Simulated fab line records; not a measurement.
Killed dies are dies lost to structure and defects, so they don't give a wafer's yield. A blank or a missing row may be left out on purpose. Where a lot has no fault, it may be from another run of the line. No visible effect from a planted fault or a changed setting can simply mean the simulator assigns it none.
fab line records	flow n5_finfet
[record] lots = 7	wafers = 21
route steps=1938 shown PMOS_HMC_CHANNEL_EPI@62 FIN_SAQP@125 SD_EPI_N@267 SD_ACTIVATION@331
start_h: the number of hours between the record's first day and the start of the first shown wafer of the lot	wait_h: hours elapsed since this lot's preceding step	" unchanged from the row above	L1.1+2: one row covering several wafers at once	- value missing, or start not given	* or withheld: withheld	< > ~ a bound
route shown NAME@n: names a module that has steps shown in the file, with the first one's number in the route	usual: mean and standard deviation over wafers with no fault	same: alike in all rows	chamber/n: place in a boat	sites: per-site readings	_std_site: their standard deviation	_edge_site: inner sites' mean taken away from outer sites' mean	radius_mm: for every site, how far away it sits from the centre of the wafer	mask NAME#n: copy n	behind: the most recent tool/chamber to have shaped the wafer	hold: what put the lot on hold/how long, in hours/how the hold closed	device: whichever transistor did not switch (one of n, p or np)	end of line: at the end of the route, the tests of the same wafers	step lacking rows: just its recipe	killed: at the first sort, the dies lost to defects and structure; wafer yield is something else	map: the dies of a wafer, with x for killed, . for not killed, _ for no die there
set.NAME: setting as actually run; set.NAME@STEP: the setting as run at that earlier step	model.NAME: the simulator's own value behind a step, which no gauge read
one table per step and one row per wafer, for lots whose settings were changed on purpose
[[steps]]
[step N5_PMOS_HMC_CHANNEL_EPI_EXPOSE_06]
[recipe] mask_id = PMOS_HMC_BLK	na = 1.35	source_shape = conventional	sigma_outer = 0.8	polarization = unpolarized	target_cd_nm = 240	dose_mj = 41
lot.wafer	tool	chamber	start_h	wait_h	mask	set.dose_mj
L074.2+3+6	arfi_scanner-03	0	17.20	-	PMOS_HMC_BLK#0	41
L076.1+5	arfi_scanner-02	0	29.28	-	PMOS_HMC_BLK#0	41
L076.2	"	0	"	"	PMOS_HMC_BLK#0	43.69
L083.2+3+5	arfi_scanner-01	0	71.83	-	PMOS_HMC_BLK#0	41
L084.1+6	arfi_scanner-02	0	78.34	-	PMOS_HMC_BLK#0	41
L084.3	"	0	"	"	PMOS_HMC_BLK#0	39.1
L092.1	arfi_scanner-03	0	124.92	-	PMOS_HMC_BLK#0	41
L092.4+6	"	0	"	"	PMOS_HMC_BLK#0	42.08
L094.1+3	arfi_scanner-01	0	137.14	-	PMOS_HMC_BLK#0	41
L094.5	"	0	"	"	PMOS_HMC_BLK#0	38.51
L095.1+4	arfi_scanner-02	0	142.98	-	PMOS_HMC_BLK#0	43.14
L095.2	"	0	"	"	PMOS_HMC_BLK#0	41
[step N5_PMOS_HMC_CHANNEL_EPI_DEVELOP_08]
[recipe] develop_time_s = 30	developer = TMAH	resist = CAR-ArF-block	dev_temp_c = 23	rinse_liquid = diw	dry = air_spin
lot.wafer	tool	chamber	start_h	wait_h	set.develop_time_s
L074.2+3+6	litho_track-03	0	-	-	27.36
L076.1+2	litho_track-05	0	-	-	24.31
L076.5	"	0	"	"	30
L083.2+3+5	litho_track-03	0	-	-	30
L084.1+3	litho_track-03	0	-	-	30
L084.6	"	0	"	"	24.29
L092.1+4+6	litho_track-05	0	-	-	30
L094.1	litho_track-05	0	-	-	30
L094.3+5	"	0	"	"	33.22
L095.1+2	litho_track-03	0	-	-	30
L095.4	"	0	"	"	32.78
[step N5_PMOS_HMC_CHANNEL_EPI_CD_MEAS_09]
[recipe] target_cd_nm = 237.4	landing_energy_ev = 500	detector = se_inlens
[usual] cd_nm = 238.0/0.96
lot.wafer	tool	chamber	start_h	wait_h	set.dose_mj@PMOS_HMC_CHANNEL_EPI_EXPOSE_06	cd_nm
L074.2	cd_sem-03	0	17.32	-	41	237.8
L074.3	"	0	"	"	41	239.0
L074.6	"	0	"	"	41	238.0
L076.1	cd_sem-01	0	29.41	-	41	235.8
L076.2	"	0	"	"	43.69	240.9
L076.5	"	0	"	"	41	237.3
L083.2	cd_sem-02	0	71.95	-	41	238.6
L083.3	"	0	"	"	41	239.5
L083.5	"	0	"	"	41	236.7
L084.1	cd_sem-03	0	78.47	-	41	237.9
L084.3	"	0	"	"	39.1	234.5
L084.6	"	0	"	"	41	235.5
L092.1	cd_sem-02	0	125.04	-	41	237.6
L092.4	"	0	"	"	42.08	238.5
L092.6	"	0	"	"	42.08	239.9
L094.1	cd_sem-01	0	137.26	-	41	239.0
L094.3	"	0	"	"	41	240.7
L094.5	"	0	"	"	38.51	234.7
L095.1	cd_sem-02	0	143.11	-	43.14	240.8
L095.2	"	0	"	"	41	237.4
L095.4	"	0	"	"	43.14	240.4
[step N5_PMOS_HMC_CHANNEL_EPI_DESCUM_14]
[recipe] chemistry = O2	time_s = 7.9	source_power_w = 50	bias_power_w = 20	pressure_mtorr = 20	rf_frequency_hz = 2.712e+07	temp_c = 40	resist = CAR-ArF-block	o2_flow_sccm = 225
lot.wafer	tool	chamber	start_h	wait_h	set.dose_mj@PMOS_HMC_CHANNEL_EPI_EXPOSE_06	model.PMOS_HMC_CHANNEL_EPI.cd_nm
L074.2	rie_diel-04	3	17.73	0.4	41	237.6
L074.3	"	1	"	"	41	239
L074.6	"	3	"	"	41	237.9
L076.1	rie_diel-02	1	29.49	0.0	41	235.7
L076.2	"	0	"	"	43.69	240.9
L076.5	"	0	"	"	41	237.5
L083.2	rie_diel-02	3	72.03	0.0	41	238.4
L083.3	"	0	"	"	41	238.9
L083.5	"	0	"	"	41	236.9
L084.1	rie_diel-02	0	79.33	0.8	41	237.7
L084.3	"	3	"	"	39.1	234.5
L084.6	"	3	"	"	41	235.5
L092.1	rie_diel-05	0	125.13	0.0	41	237.7
L092.4	"	1	"	"	42.08	238.3
L092.6	"	2	"	"	42.08	239.9
L094.1	rie_diel-04	0	137.47	0.1	41	239.1
L094.3	"	2	"	"	41	240.7
L094.5	"	2	"	"	38.51	235.1
L095.1	rie_diel-04	2	143.19	0.0	43.14	240.8
L095.2	"	0	"	"	41	237.5
L095.4	"	0	"	"	43.14	240.5
[step N5_PMOS_HMC_CHANNEL_EPI_ETCH_32]
[recipe] chemistry = N2/H2	target = BARC	stop_on = SiO2	target_depth_a = 858	over_etch_frac = 0.3	time_s = 50.3	ion_energy_ev = 200	mask_material = CAR-ArF-block	pressure_mtorr = 30	source_w = 840	bias_w = 150	n2_flow_sccm = 200	h2_flow_sccm = 200
lot.wafer	tool	chamber	start_h	wait_h	set.dose_mj@PMOS_HMC_CHANNEL_EPI_EXPOSE_06	model.PMOS_HMC_CHANNEL_EPI.cd_nm
L074.2	rie_diel-04	3	17.77	0.0	41	240.4
L074.3	"	1	"	"	41	242
L074.6	"	3	"	"	41	240.6
L076.1	rie_diel-02	1	29.53	0.0	41	238
L076.2	"	0	"	"	43.69	243.8
L076.5	"	0	"	"	41	240.5
L083.2	rie_diel-02	3	72.07	0.0	41	240.5
L083.3	"	0	"	"	41	241.5
L083.5	"	0	"	"	41	239.5
L084.1	rie_diel-02	0	79.36	0.0	41	239.8
L084.3	"	3	"	"	39.1	235.9
L084.6	"	3	"	"	41	237
L092.1	rie_diel-05	0	125.17	0.0	41	240.3
L092.4	"	1	"	"	42.08	241.2
L092.6	"	2	"	"	42.08	243.2
L094.1	rie_diel-04	0	137.50	0.0	41	240.9
L094.3	"	2	"	"	41	242.6
L094.5	"	2	"	"	38.51	236.5
L095.1	rie_diel-04	2	143.25	0.0	43.14	242.4
L095.2	"	0	"	"	41	239.1
L095.4	"	0	"	"	43.14	242.2
[step N5_PMOS_HMC_CHANNEL_EPI_HM_OPEN_15]
[recipe] chemistry = CHF3/O2	target = SiO2	mask_material = CAR-ArF-block	target_depth_a = 406	CHF3_flow_sccm = 50	O2_flow_sccm = 5	Ar_flow_sccm = 200	time_s = 20.3	pressure_mtorr = 30	source_w = 650	bias_w = 170	ion_energy_ev = 200
[step N5_PMOS_HMC_CHANNEL_EPI_STRIP_33]
[recipe] chemistry = N2/H2	power_w = 500	temp_c = 40	pressure_mtorr = 50	rf_frequency_hz = 6e+07	overash_fraction = 0.3	bias_power_w = 8	h2_frac = 0.5	n2_flow_sccm = 300	h2_flow_sccm = 300
[step N5_PMOS_HMC_CHANNEL_EPI_STRIP_17]
[recipe] chemistry = SPM	time_s = 750	temp_c = 130	h2so4_h2o2_vol_ratio = 4	dry = ipa_marangoni
[step N5_PMOS_HMC_CHANNEL_EPI_ETCH_38]
[recipe] chemistry = CF4	target = SiO2	target_depth_a = 15	ion_energy_ev = 350	pressure_mtorr = 10	icp_w = 800	bias_w = 400	cf4_flow_sccm = 80
lot.wafer	tool	chamber	start_h	wait_h	set.dose_mj@PMOS_HMC_CHANNEL_EPI_EXPOSE_06	model.PMOS_HMC_CHANNEL_EPI.cd_nm
L074.2	rie_si-01	0	18.17	0.0	41	240.5
L074.3	"	3	"	"	41	241.9
L074.6	"	3	"	"	41	240.6
L076.1	rie_si-03	2	29.95	0.0	41	237.9
L076.2	"	3	"	"	43.69	243.7
L076.5	"	3	"	"	41	240.3
L083.2	rie_si-06	3	72.49	0.0	41	240.6
L083.3	"	1	"	"	41	241.6
L083.5	"	1	"	"	41	239.5
L084.1	rie_si-06	0	79.76	0.0	41	239.9
L084.3	"	2	"	"	39.1	236
L084.6	"	2	"	"	41	237.2
L092.1	rie_si-03	0	125.57	0.0	41	240.4
L092.4	"	1	"	"	42.08	241.3
L092.6	"	2	"	"	42.08	243.3
L094.1	rie_si-01	3	137.90	0.0	41	241.1
L094.3	"	1	"	"	41	242.7
L094.5	"	0	"	"	38.51	236.5
L095.1+4	rie_si-01	1,3	143.74	0.0	43.14	242.3
L095.2	"	0	"	"	41	239.1
[step N5_FIN_SAQP_SPACER1_ALD_24]
[recipe] material = SiO2	target_thk_a = 203	temp_c = 300	ald_precursor_family = BDEAS	ald_co_reactant = O2-plasma	pulse_time_s = 1	purge_time_s = 2	co_reactant_purge_time_s = 2	ald_cycles = 218	pressure_torr = 2
lot.wafer	tool	chamber	start_h	wait_h	set.ald_cycles	model.SiO2_of_FIN_SAQP_SPACER1_ALD_24.thk_nm
L074.2+6	ald_sin-01	1,2	23.89	0.3	218	20.4
L074.3	"	3	"	"	204	19
L076.1	ald_sin-04	2	35.73	0.3	218	20.4
L076.2+5	"	3,2	"	"	186	17.2
L083.2+3+5	ald_sin-04	1,2,2	77.70	0.3	218	20.4
L084.1+3+6	ald_sin-04	1,0,0	84.52	0.3	218	20.2
L092.1	ald_sin-04	1	130.44	0.3	218	20
L092.4	"	3	"	"	218	20.4
L092.6	"	1	"	"	218	20.2
L094.1	ald_sin-02	0	142.77	0.3	218	20
L094.3+5	"	2,1	"	"	218	20.2
L095.1	ald_sin-04	0	149.61	0.3	252	23.4
L095.2+4	"	3,2	"	"	218	20.4
[step N5_FIN_SAQP_SPACER1_ETCHBACK_25]
[recipe] chemistry = CHF3/O2	mode = anisotropic_etchback	target = SiO2	target_depth_a = 244	time_s = 12.2	pressure_mtorr = 30	source_w = 650	bias_w = 170	Ar_flow_sccm = 200	CHF3_flow_sccm = 50	O2_flow_sccm = 5	ion_energy_ev = 200
[step N5_FIN_SAQP_MANDREL1_REMOVE_56]
[recipe] chemistry = HBr/Cl2/O2	bt_time_s = 10	target = a-Si	stop_on = SiNx	endpoint = OES-SiCl	over_etch_frac = 1	icp_w = 600	bias_w = 22	HBr_flow_sccm = 150	Cl2_flow_sccm = 80	O2_flow_sccm = 5	pressure_mtorr = 10
lot.wafer	tool	chamber	start_h	wait_h	set.ald_cycles@FIN_SAQP_SPACER1_ALD_24	model.FIN_SAQP.cd_nm
L074.2+6	rie_si-02	2,0	24.70	0.1	218	20.4
L074.3	"	0	"	"	204	19
L076.1	rie_si-02	0	36.54	0.1	218	20.2
L076.2	"	3	"	"	186	17.2
L076.5	"	1	"	"	186	17
L083.2	rie_si-04	3	78.69	0.1	218	20.2
L083.3	"	2	"	"	218	20.4
L083.5	"	2	"	"	218	20.6
L084.1+3	rie_si-05	0,2	85.33	0.1	218	20.2
L084.6	"	2	"	"	218	20
L092.1	rie_si-05	2	131.25	0.1	218	19.8
L092.4	"	3	"	"	218	20.4
L092.6	"	1	"	"	218	20.2
L094.1	rie_si-05	1	143.57	0.1	218	20
L094.3	"	0	"	"	218	20.2
L094.5	"	1	"	"	218	20.4
L095.1	rie_si-05	1	150.44	0.1	252	23.4
L095.2	"	3	"	"	218	20.4
L095.4	"	0	"	"	218	20.2
[step N5_FIN_SAQP_CD_MEAS_27]
[recipe] target_cd_nm = 20	landing_energy_ev = 1000	detector = se_inlens	polarity = line
[usual] cd_nm = 20.23/0.25
lot.wafer	tool	chamber	start_h	wait_h	set.ald_cycles@FIN_SAQP_SPACER1_ALD_24	cd_nm
L074.2	cd_sem-01	0	24.82	0.1	218	20.42
L074.3	"	0	"	"	204	19.21
L074.6	"	0	"	"	218	19.65
L076.1	cd_sem-03	0	36.65	0.1	218	20.10
L076.2	"	0	"	"	186	17.50
L076.5	"	0	"	"	186	17.14
L083.2	cd_sem-01	0	78.80	0.1	218	20.24
L083.3	"	0	"	"	218	20.39
L083.5	"	0	"	"	218	20.39
L084.1	cd_sem-03	0	85.44	0.1	218	20.53
L084.3	"	0	"	"	218	20.19
L084.6	"	0	"	"	218	20.00
L092.1	cd_sem-01	0	131.36	0.1	218	20.02
L092.4	"	0	"	"	218	20.42
L092.6	"	0	"	"	218	20.14
L094.1	cd_sem-01	0	143.68	0.1	218	20.01
L094.3	"	0	"	"	218	20.11
L094.5	"	0	"	"	218	19.76
L095.1	cd_sem-03	0	150.55	0.1	252	23.33
L095.2	"	0	"	"	218	20.66
L095.4	"	0	"	"	218	20.22
[step N5_FIN_SAQP_ETCH_65]
[recipe] chemistry = CF4	target = SiO2	target_depth_a = 40	ion_energy_ev = 350	time_s = 4.4	pressure_mtorr = 10	icp_w = 800	bias_w = 400	cf4_flow_sccm = 80
lot.wafer	tool	chamber	start_h	wait_h	set.time_s	model.etch.depth_nm
L074.2	rie_si-04	0	24.97	0.1	4.4	4.081
L074.3	"	1	"	"	5.34	4.924
L074.6	"	1	"	"	5.34	4.892
L076.1	rie_si-05	3	36.84	0.1	4.139	3.764
L076.2	"	2	"	"	4.4	3.824
L076.5	"	2	"	"	4.139	3.571
L083.2	rie_si-05	3	79.06	0.1	4.4	4.018
L083.3	"	2	"	"	4.4	3.837
L083.5	"	3	"	"	4.4	4.02
L084.1	rie_si-02	0	85.60	0.1	4.4	3.961
L084.3	"	2	"	"	3.98	3.737
L084.6	"	2	"	"	4.4	4.157
L092.1	rie_si-02	0	131.51	0.1	4.143	3.676
L092.4	"	1	"	"	4.4	4.151
L092.6	"	1	"	"	4.143	3.884
L094.1	rie_si-02	1	143.84	0.1	4.847	4.562
L094.3	"	2	"	"	4.4	4.197
L094.5	"	1	"	"	4.847	4.535
L095.1	rie_si-02	1	150.87	0.1	5.291	4.891
L095.2	"	3	"	"	5.291	4.885
L095.4	"	0	"	"	4.4	3.915
[step N5_SD_EPI_N_EXPOSE_06]
[recipe] mask_id = SD_N_BLK	na = 1.35	source_shape = conventional	sigma_outer = 0.8	polarization = unpolarized	target_cd_nm = 120	dose_mj = 39.75
lot.wafer	tool	chamber	start_h	wait_h	mask	set.dose_mj
L074.2+6	arfi_scanner-01	0	48.21	-	SD_N_BLK#0	39.75
L074.3	"	0	"	"	SD_N_BLK#0	42.32
L076.1+5	arfi_scanner-03	0	61.01	-	SD_N_BLK#0	38.09
L076.2	"	0	"	"	SD_N_BLK#0	39.75
L083.2+3+5	arfi_scanner-02	0	103.66	-	SD_N_BLK#0	39.75
L084.1	arfi_scanner-03	0	109.77	-	SD_N_BLK#0	42.43
L084.3+6	"	0	"	"	SD_N_BLK#0	39.75
L092.1+4	arfi_scanner-03	0	157.01	-	SD_N_BLK#0	39.75
L092.6	"	0	"	"	SD_N_BLK#0	36.78
L094.1+3	arfi_scanner-02	0	169.11	-	SD_N_BLK#0	39.75
L094.5	"	0	"	"	SD_N_BLK#0	37.5
L095.1+4	arfi_scanner-03	0	175.62	-	SD_N_BLK#0	39.75
L095.2	"	0	"	"	SD_N_BLK#0	41.19
[step N5_SD_EPI_N_DEVELOP_08]
[recipe] develop_time_s = 30	developer = TMAH	resist = CAR-ArF-block	dev_temp_c = 23	rinse_liquid = diw	dry = air_spin
lot.wafer	tool	chamber	start_h	wait_h	set.develop_time_s
L074.2+6	litho_track-01	0	-	-	33.5
L074.3	"	0	"	"	30
L076.1+2	litho_track-01	0	-	-	30
L076.5	"	0	"	"	24.14
L083.2+3+5	litho_track-04	0	-	-	30
L084.1+3+6	litho_track-03	0	-	-	30
L092.1	litho_track-01	0	-	-	25.19
L092.4+6	"	0	"	"	30
L094.1	litho_track-04	0	-	-	30
L094.3+5	"	0	"	"	32.79
L095.1+2	litho_track-03	0	-	-	30
L095.4	"	0	"	"	27.78
[step N5_SD_EPI_N_CD_MEAS_09]
[recipe] target_cd_nm = 120	landing_energy_ev = 500	detector = se_inlens
[usual] cd_nm = 120.0/0.79
lot.wafer	tool	chamber	start_h	wait_h	set.dose_mj@SD_EPI_N_EXPOSE_06	cd_nm
L074.2	cd_sem-03	0	48.33	-	39.75	119.7
L074.3	"	0	"	"	42.32	123.8
L074.6	"	0	"	"	39.75	118.9
L076.1	cd_sem-02	0	61.14	-	38.09	117.4
L076.2	"	0	"	"	39.75	120.8
L076.5	"	0	"	"	38.09	116.2
L083.2	cd_sem-01	0	103.78	-	39.75	119.2
L083.3	"	0	"	"	39.75	120.0
L083.5	"	0	"	"	39.75	121.2
L084.1	cd_sem-02	0	109.90	-	42.43	123.8
L084.3	"	0	"	"	39.75	120.4
L084.6	"	0	"	"	39.75	119.4
L092.1	cd_sem-01	0	157.13	-	39.75	118.7
L092.4	"	0	"	"	39.75	119.6
L092.6	"	0	"	"	36.78	113.9
L094.1	cd_sem-03	0	169.24	-	39.75	118.6
L094.3	"	0	"	"	39.75	121.3
L094.5	"	0	"	"	37.5	116.5
L095.1	cd_sem-03	0	175.74	-	39.75	120.9
L095.2	"	0	"	"	41.19	122.6
L095.4	"	0	"	"	39.75	119.4
[step N5_SD_EPI_N_DESCUM_14]
[recipe] chemistry = O2	time_s = 7.9	source_power_w = 50	bias_power_w = 20	pressure_mtorr = 20	rf_frequency_hz = 2.712e+07	temp_c = 40	resist = CAR-ArF-block	o2_flow_sccm = 225
lot.wafer	tool	chamber	start_h	wait_h	set.dose_mj@SD_EPI_N_EXPOSE_06	model.SD_EPI_N.cd_nm
L074.2	rie_diel-03	2	48.41	0.0	39.75	120.2
L074.3	"	0	"	"	42.32	123.4
L074.6	"	1	"	"	39.75	119
L076.1	rie_diel-03	3	61.50	0.3	38.09	117.6
L076.2	"	2	"	"	39.75	120.8
L076.5	"	3	"	"	38.09	116.4
L083.2	rie_diel-06	1	103.89	0.1	39.75	119
L083.3	"	2	"	"	39.75	119.4
L083.5	"	0	"	"	39.75	120.8
L084.1	rie_diel-03	3	109.98	0.0	42.43	124
L084.3	"	1	"	"	39.75	120.2
L084.6	"	1	"	"	39.75	118.8
L092.1	rie_diel-06	0	157.25	0.0	39.75	118.6
L092.4	"	2	"	"	39.75	119.4
L092.6	"	1	"	"	36.78	114.2
L094.1	rie_diel-01	2	169.62	0.3	39.75	118.8
L094.3	"	3	"	"	39.75	121.2
L094.5	"	3	"	"	37.5	116.4
L095.1	rie_diel-03	3	175.83	0.0	39.75	120.8
L095.2	"	0	"	"	41.19	122.4
L095.4	"	1	"	"	39.75	119.2
[step N5_SD_EPI_N_ETCH_34]
[recipe] chemistry = CF4	target = SiARC	target_depth_a = 455	mask_material = CAR-ArF-block	time_s = 75.8	ion_energy_ev = 80	pressure_mtorr = 40	source_w = 545	bias_w = 36	Ar_flow_sccm = 100	cf4_flow_sccm = 100	ends = cleared
lot.wafer	tool	chamber	start_h	wait_h	set.dose_mj@SD_EPI_N_EXPOSE_06	model.SD_EPI_N.cd_nm
L074.2	rie_diel-03	2	48.45	0.0	39.75	120.2
L074.3	"	0	"	"	42.32	123.2
L074.6	"	1	"	"	39.75	118.8
L076.1	rie_diel-03	3	61.53	0.0	38.09	117.4
L076.2	"	2	"	"	39.75	120.8
L076.5	"	3	"	"	38.09	116.2
L083.2+3	rie_diel-06	1,2	103.93	0.0	39.75	119
L083.5	"	0	"	"	39.75	120.6
L084.1	rie_diel-03	3	110.02	0.0	42.43	123.8
L084.3	"	1	"	"	39.75	120.2
L084.6	"	1	"	"	39.75	118.8
L092.1	rie_diel-06	0	157.29	0.0	39.75	118.6
L092.4	"	2	"	"	39.75	119.2
L092.6	"	1	"	"	36.78	114.2
L094.1	rie_diel-01	2	169.66	0.0	39.75	118.8
L094.3	"	3	"	"	39.75	121.4
L094.5	"	3	"	"	37.5	116.4
L095.1	rie_diel-03	3	175.86	0.0	39.75	121
L095.2	"	0	"	"	41.19	122.4
L095.4	"	1	"	"	39.75	119.6
[step N5_SD_ACTIVATION_LSA_01]
[recipe] temp_c = 1080	time_s = 0.0008	ambient = N2
[usual] wafer_temp_C_max = 1086.5/1.2
lot.wafer	tool	chamber	start_h	wait_h	set.temp_c	wafer_temp_C_max
L074.2	laser_anneal-01	0	60.62	0.2	1080	1086.7
L074.3	"	0	"	"	1071	1077.1
L074.6	"	0	"	"	1071	1077.2
L076.1	laser_anneal-01	0	72.46	0.2	1080	1086.2
L076.2	"	0	"	"	1080	1085.4
L076.5	"	0	"	"	1080	1086.0
L083.2	laser_anneal-01	0	112.33	0.2	1080	1084.8
L083.3	"	0	"	"	1080	1085.6
L083.5	"	0	"	"	1080	1084.4
L084.1	laser_anneal-02	0	119.61	0.2	1080	1086.3
L084.3	"	0	"	"	1080	1087.0
L084.6	"	0	"	"	1080	1085.6
L092.1	laser_anneal-02	0	166.13	0.2	1080	1086.6
L092.4	"	0	"	"	1093	1099.4
L092.6	"	0	"	"	1093	1097.7
L094.1	laser_anneal-02	0	177.89	0.2	1058	1063.8
L094.3	"	0	"	"	1080	1090.2
L094.5	"	0	"	"	1080	1087.6
L095.1	laser_anneal-01	0	184.45	0.2	1071	1077.3
L095.2	"	0	"	"	1071	1075.9
L095.4	"	0	"	"	1080	1083.6
[step N5_SD_ACTIVATION_RS_MEAS_03]
[recipe] thk_meas_gauge = four-point-probe
[usual] RS_SD_N = 21.88/0.26	RS_SD_P = 55.9/0.83
lot.wafer	tool	chamber	start_h	wait_h	set.temp_c@SD_ACTIVATION_LSA_01	RS_SD_N[ohm/sq]	RS_SD_P[ohm/sq]
L074.2	film_metro-02	-	60.81	0.2	1080	22.23	55.6
L074.3	"	-	"	"	1071	23.16	55.9
L074.6	"	-	"	"	1071	23.22	55.8
L076.1	film_metro-01	-	72.66	0.2	1080	21.89	56.7
L076.2	"	-	"	"	1080	22.12	56.4
L076.5	"	-	"	"	1080	21.79	57.1
L083.2	film_metro-01	-	112.52	0.2	1080	21.80	54.3
L083.3	"	-	"	"	1080	21.64	55.4
L083.5	"	-	"	"	1080	21.85	55.3
L084.1	film_metro-01	-	119.82	0.2	1080	21.99	56.0
L084.3	"	-	"	"	1080	21.95	56.1
L084.6	"	-	"	"	1080	22.06	56.6
L092.1	film_metro-02	-	166.33	0.2	1080	21.59	55.4
L092.4	"	-	"	"	1093	20.40	56.9
L092.6	"	-	"	"	1093	20.39	56.1
L094.1	film_metro-01	-	178.09	0.2	1058	23.99	57.0
L094.3	"	-	"	"	1080	21.66	55.9
L094.5	"	-	"	"	1080	21.24	55.9
L095.1	film_metro-02	-	184.66	0.2	1071	22.27	56.1
L095.2	"	-	"	"	1071	22.80	55.5
L095.4	"	-	"	"	1080	21.62	55.5
[[key]]
[split] step = N5_PMOS_HMC_CHANNEL_EPI_EXPOSE_06	setting = dose_mj	stated = 41	by = wafer
[response] step = N5_PMOS_HMC_CHANNEL_EPI_CD_MEAS_09	reading = cd_nm	change = +0.663	per = 1%	r = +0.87
[response] step = N5_PMOS_HMC_CHANNEL_EPI_DESCUM_14	reading = model.PMOS_HMC_CHANNEL_EPI.cd_nm	change = +0.644	per = 1%	r = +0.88
[response] step = N5_PMOS_HMC_CHANNEL_EPI_ETCH_32	reading = model.PMOS_HMC_CHANNEL_EPI.cd_nm	change = +0.702	per = 1%	r = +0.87
[response] step = N5_PMOS_HMC_CHANNEL_EPI_ETCH_38	reading = model.PMOS_HMC_CHANNEL_EPI.cd_nm	change = +0.71	per = 1%	r = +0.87
[split] step = N5_PMOS_HMC_CHANNEL_EPI_DEVELOP_08	setting = develop_time_s	stated = 30	by = wafer
response none clear
[split] step = N5_FIN_SAQP_SPACER1_ALD_24	setting = ald_cycles	stated = 218	by = wafer
[response] step = N5_FIN_SAQP_SPACER1_ALD_24	reading = model.SiO2_of_FIN_SAQP_SPACER1_ALD_24.thk_nm	change = +0.206	per = 1%	r = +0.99
[response] step = N5_FIN_SAQP_MANDREL1_REMOVE_56	reading = model.FIN_SAQP.cd_nm	change = +0.206	per = 1%	r = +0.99
[response] step = N5_FIN_SAQP_CD_MEAS_27	reading = cd_nm	change = +0.182	per = 1%	r = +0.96
[split] step = N5_FIN_SAQP_ETCH_65	setting = time_s	stated = 4.4	by = wafer
[response] step = N5_FIN_SAQP_ETCH_65	reading = model.etch.depth_nm	change = +0.0417	per = 1%	r = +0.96
[split] step = N5_SD_EPI_N_EXPOSE_06	setting = dose_mj	stated = 39.75	by = wafer
[response] step = N5_SD_EPI_N_CD_MEAS_09	reading = cd_nm	change = +0.679	per = 1%	r = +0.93
[response] step = N5_SD_EPI_N_DESCUM_14	reading = model.SD_EPI_N.cd_nm	change = +0.66	per = 1%	r = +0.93
[response] step = N5_SD_EPI_N_ETCH_34	reading = model.SD_EPI_N.cd_nm	change = +0.648	per = 1%	r = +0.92
[split] step = N5_SD_EPI_N_DEVELOP_08	setting = develop_time_s	stated = 30	by = wafer
response none clear
[split] step = N5_SD_ACTIVATION_LSA_01	setting = temp_c	stated = 1080	by = wafer
[response] step = N5_SD_ACTIVATION_LSA_01	reading = wafer_temp_C_max	change = *	per = 1%	r = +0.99
[response] step = N5_SD_ACTIVATION_RS_MEAS_03	reading = RS_SD_N	change = -1.17	per = 1%	r = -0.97
